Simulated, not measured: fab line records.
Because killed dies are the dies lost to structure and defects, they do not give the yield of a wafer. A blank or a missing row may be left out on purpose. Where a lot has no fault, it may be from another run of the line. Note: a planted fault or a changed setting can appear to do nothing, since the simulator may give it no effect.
Which tool was responsible? ; flow n5Finfet ; Sampling: 24 lots, 72 wafers, 4 of 1938 route steps

WHAT THE GAUGES READ, wafer by wafer
N5_BEOL_M6_THK_MEAS_53: measures by xrf. Usual: M6_THK 76.5 nm, standard deviation 1.6.
lot;measured;on;M6_THK (nm);flag
L075;day 8 16:23;filmMetro-01;75.8 75.1 76.0;
L074;day 8 17:14;filmMetro-02;77.2 77.7 74.2;
L076;day 9 05:56;filmMetro-02;76.7 76.1 74.5;
L077;day 9 10:49;filmMetro-02;76.4 77.2 77.6;
L078;day 9 18:35;filmMetro-02;75.3 78.6 75.8;
L080;day 10 02:24;filmMetro-01;76.0 75.4 77.7;
L079;day 10 05:13;filmMetro-02;76.9 75.8 77.4;
L081;day 10 09:18;filmMetro-01;77.9 77.1 77.4;
L082;day 10 10:44;filmMetro-01;79.3 74.2 75.9;
L083;day 11 03:40;filmMetro-02;76.6 79.7 79.8;
L086;day 11 11:43;filmMetro-01;76.5 73.9 76.4;
L084;day 11 11:59;filmMetro-01;78.1 76.9 80.4;
L085;day 11 15:28;filmMetro-01;76.4 77.1 78.0;
L087;day 12 01:10;filmMetro-02;75.2 77.1 78.8;
L088;day 12 15:05;filmMetro-01;77.6 78.6 77.6;
L089;day 12 15:10;filmMetro-02;77.2 76.9 80.2;
L090;day 12 16:01;filmMetro-02;76.8 74.9 74.3;
L091;day 13 05:27;filmMetro-01;77.7 75.0 78.5;
L092;day 13 08:50;filmMetro-02;77.8 76.2 74.2;
L093;day 13 13:41;filmMetro-01;75.1 74.3 75.9;
L094;day 13 18:03;filmMetro-01;75.2 75.8 78.9;
L095;day 13 20:46;filmMetro-02;75.0 76.6 75.6;
L096;day 14 06:55;filmMetro-01;74.7 73.8 77.5;
L097;day 14 12:13;filmMetro-02;78.1 75.0 77.3;

N5_BEOL_M7_CD_MEAS_18: pitch 80 nm, target cd 40 nm. Usual: cdNm 39.8 nm, standard deviation 0.65.
lot;measured;on;cdNm (nm);flag
L075;day 8 18:35;cdSem-01;39.9 40.1 40.3;
L074;day 8 19:04;cdSem-03;40.6 40.3 39.8;
L076;day 9 10:13;cdSem-03;38.3 39.1 39.7;
L077;day 9 13:58;cdSem-01;41.0 39.7 40.2;
L078;day 9 22:02;cdSem-03;40.2 38.8 39.2;
L080;day 10 05:24;cdSem-01;39.1 39.7 40.1;
L079;day 10 08:29;cdSem-03;39.7 39.7 39.2;
L081;day 10 11:18;cdSem-03;39.7 39.6 38.4;
L082;day 10 13:27;cdSem-02;40.0 39.2 40.6;
L083;day 11 06:38;cdSem-01;39.7 39.3 39.5;
L086;day 11 14:32;cdSem-01;39.6 40.5 40.0;
L084;day 11 14:44;cdSem-01;40.2 39.4 39.6;
L085;day 11 17:58;cdSem-02;40.1 39.9 40.0;
L087;day 12 06:34;cdSem-01;39.3 40.9 40.1;
L088;day 12 19:15;cdSem-03;39.7 40.1 39.9;
L089;day 12 19:50;cdSem-03;39.7 40.3 39.3;
L090;day 12 19:33;cdSem-03;39.5 39.5 38.3;
L091;day 13 08:00;cdSem-02;40.2 39.9 39.8;
L092;day 13 13:10;cdSem-01;39.6 39.5 39.3;
L093;day 13 17:11;cdSem-03;38.8 39.0 40.2;
L094;day 13 20:39;cdSem-03;41.2 40.2 41.5;
L095;day 14 00:08;cdSem-02;39.7 39.7 39.4;
L096;day 14 10:13;cdSem-03;39.2 39.5 40.6;
L097;day 14 14:47;cdSem-02;39.0 38.4 38.7;

EACH LOT AND THE TOOL THAT RAN IT (in order: tool; ch and the chambers of the sampled wafers; start)
lot;N5_BEOL_M6_CURE_75;N5_BEOL_M7_ETCH_62
L075;uvCure-03 ch 1, day 8 14:11;rieDiel-01 ch 0,1, day 8 18:13
L074;uvCure-02 ch 1, day 8 14:35;rieDiel-03 ch 2,3, day 8 18:40
L076;uvCure-02 ch 1, day 9 03:31;rieDiel-04 ch 1,3, day 9 09:47
L077;uvCure-03 ch 0, day 9 06:46;rieDiel-04 ch 0,2,3, day 9 13:36
L078;uvCure-01 ch 2, day 9 16:05;rieDiel-03 ch 0,1, day 9 21:40
L080;uvCure-02 ch 2, day 9 21:06;rieDiel-01 ch 0,1,3, day 10 05:01
L079;uvCure-02 ch 2, day 10 01:52;rieDiel-04 ch 0,1,2, day 10 08:05
L081;uvCure-01 ch 0, day 10 06:55;rieDiel-03 ch 2,3, day 10 10:56
L082;uvCure-02 ch 1, day 10 07:25;rieDiel-01 ch 0,2,3, day 10 13:05
L083;uvCure-02 ch 0, day 11 00:32;rieDiel-04 ch 1,2, day 11 06:15
L086;uvCure-01 ch 1, day 11 09:43;rieDiel-04 ch 0,2, day 11 14:10
L084;uvCure-01 ch 2, day 11 10:04;rieDiel-01 ch 0,1,2, day 11 14:22
L085;uvCure-02 ch 1, day 11 13:22;rieDiel-03 ch 1,2, day 11 17:35
L087;uvCure-01 ch 2, day 11 23:23;rieDiel-04 ch 0,1, day 12 06:12
L088;uvCure-01 ch 0, day 12 12:19;rieDiel-01 ch 0,1, day 12 18:53
L089;uvCure-02 ch 1, day 12 12:37;rieDiel-04 ch 1,2,3, day 12 19:28
L090;uvCure-01 ch 0, day 12 12:49;rieDiel-04 ch 0,3, day 12 19:10
L091;uvCure-01 ch 1, day 13 02:41;rieDiel-01 ch 1,3, day 13 07:38
L092;uvCure-02 ch 1, day 13 06:35;rieDiel-01 ch 0,1,2, day 13 12:35
L093;uvCure-01 ch 1, day 13 11:42;rieDiel-01 ch 1,2,3, day 13 16:49
L094;uvCure-02 ch 2, day 13 15:52;rieDiel-04 ch 0,1,3, day 13 20:17
L095;uvCure-03 ch 1, day 13 18:42;rieDiel-03 ch 0,1,3, day 13 23:46
L096;uvCure-01 ch 2, day 14 05:04;rieDiel-04 ch 0,3, day 14 09:50
L097;uvCure-02 ch 2, day 14 09:18;rieDiel-01 ch 0,2,3, day 14 14:24
- N5_BEOL_M6_CURE_75: cures SiCOH lowk, time 120 s.
- N5_BEOL_M7_ETCH_62: etches SOC in N2/H2, target depth 110 nm, overetch 22 nm, time 165 s.

WHAT THE TOOLS THEMSELVES READ (means of the sampled wafers that have a number; where no wafer has one, the mark that the record gives instead)
N5_BEOL_M6_CURE_75. Usual: lampPowerPct 52.31 %, standard deviation 0.058; wafer_temp_C_max 371.5, standard deviation 0.6.
lot;tool;lampPowerPct (%);wafer_temp_C_max;flag
L075;uvCure-03;52.32;370.9;
L074;uvCure-02;52.34;370.9;
L076;uvCure-02;52.30;371.0;
L077;uvCure-03;52.31;371.8;
L078;uvCure-01;52.32;371.4;
L080;uvCure-02;52.26;371.2;
L079;uvCure-02;52.33;371.3;
L081;uvCure-01;52.36;372.0;
L082;uvCure-02;52.32;371.6;
L083;uvCure-02;52.27;371.3;
L086;uvCure-01;52.27;372.3;
L084;uvCure-01;52.31;370.8;
L085;uvCure-02;52.29;371.0;
L087;uvCure-01;52.27;371.0;
L088;uvCure-01;52.32;372.0;
L089;uvCure-02;52.28;371.6;
L090;uvCure-01;52.31;372.0;
L091;uvCure-01;52.33;373.1;
L092;uvCure-02;52.34;371.4;
L093;uvCure-01;52.32;372.2;
L094;uvCure-02;52.32;370.8;
L095;uvCure-03;52.31;371.0;
L096;uvCure-01;52.30;370.9;
L097;uvCure-02;52.29;371.4;

N5_BEOL_M7_ETCH_62. Usual: biasW 149.9 W, standard deviation 0.48; drypumpMotorCurrentA 5.7 A, standard deviation 0.44; h2FlowSccm 200.0 sccm, standard deviation 0.54; oesProductAu 0.65 a.u., standard deviation 0.076; rfVppV 523.5 V, standard deviation 2.4; showerheadPlenumPTorr 2.52 Torr, standard deviation 0.077; throttleValvePct 17.87 %, standard deviation 0.28.
lot;tool;biasW (W);drypumpMotorCurrentA (A);h2FlowSccm (sccm);oesProductAu (a.u.);rfVppV (V);showerheadPlenumPTorr (Torr);throttleValvePct (%);flag
L075;rieDiel-01;149.9;5.5;199.3;0.64;525.5;2.58;17.91;
L074;rieDiel-03;150.1;5.4;199.8;0.64;522.5;2.50;18.00;
L076;rieDiel-04;150.3;6.0;200.3;0.75;522.8;2.50;17.77;
L077;rieDiel-04;150.2;5.4;200.1;0.60;523.3;2.52;17.99;
L078;rieDiel-03;149.5;5.7;199.5;0.62;525.6;2.61;18.09;
L080;rieDiel-01;150.0;5.7;200.2;0.73;524.6;2.53;17.66;
L079;rieDiel-04;150.1;5.5;199.9;0.66;523.9;2.51;17.76;
L081;rieDiel-03;150.1;5.3;199.7;0.63;524.8;2.55;17.95;
L082;rieDiel-01;149.6;5.8;200.5;0.68;522.2;2.52;17.88;
L083;rieDiel-04;149.7;5.9;200.0;0.66;525.1;2.58;17.55;
L086;rieDiel-04;150.3;5.0;200.5;0.59;522.7;2.48;17.99;
L084;rieDiel-01;150.2;5.9;200.2;0.71;524.1;2.56;17.74;
L085;rieDiel-03;149.5;5.5;200.3;0.61;521.1;2.45;18.09;
L087;rieDiel-04;149.7;5.2;200.1;0.63;520.1;2.44;18.01;
L088;rieDiel-01;149.8;5.8;199.3;0.74;525.1;2.57;17.54;
L089;rieDiel-04;150.2;5.9;200.6;0.65;523.1;2.53;17.80;
L090;rieDiel-04;149.4;5.1;199.9;0.58;521.2;2.44;18.23;
L091;rieDiel-01;149.9;5.9;200.6;0.64;521.0;2.47;17.72;
L092;rieDiel-01;150.5;5.9;200.0;0.68;524.2;2.55;17.78;
L093;rieDiel-01;149.9;6.0;200.5;0.63;522.2;2.50;17.79;
L094;rieDiel-04;150.2;5.6;200.0;0.72;521.0;2.46;17.91;
L095;rieDiel-03;149.9;5.5;199.9;0.60;525.7;2.59;18.06;
L096;rieDiel-04;150.7;5.5;199.5;0.74;522.2;2.46;17.98;
L097;rieDiel-01;150.1;5.8;199.9;0.65;522.4;2.51;17.93;

THE ANSWER, worked out from the rows above alone
Rule: a lot is off if the mean of its wafers that have a number lies more than 3 standard deviations from the usual mean. Also off: a lot with no number at a reading for which 4 or more lots have one. Any other lot the step has rows for is counted as sound. Order of review: gauges by route order, followed by the tools' own readings, for which a lot's mean as printed above is used. The first step at which some lot is off is used, and at that step the reading that is off furthest; a lot without a number counts as furthest.
Nothing can be told from this: no lot is off at any reading shown.

WHAT WAS PUT IN BY THE SIMULATOR
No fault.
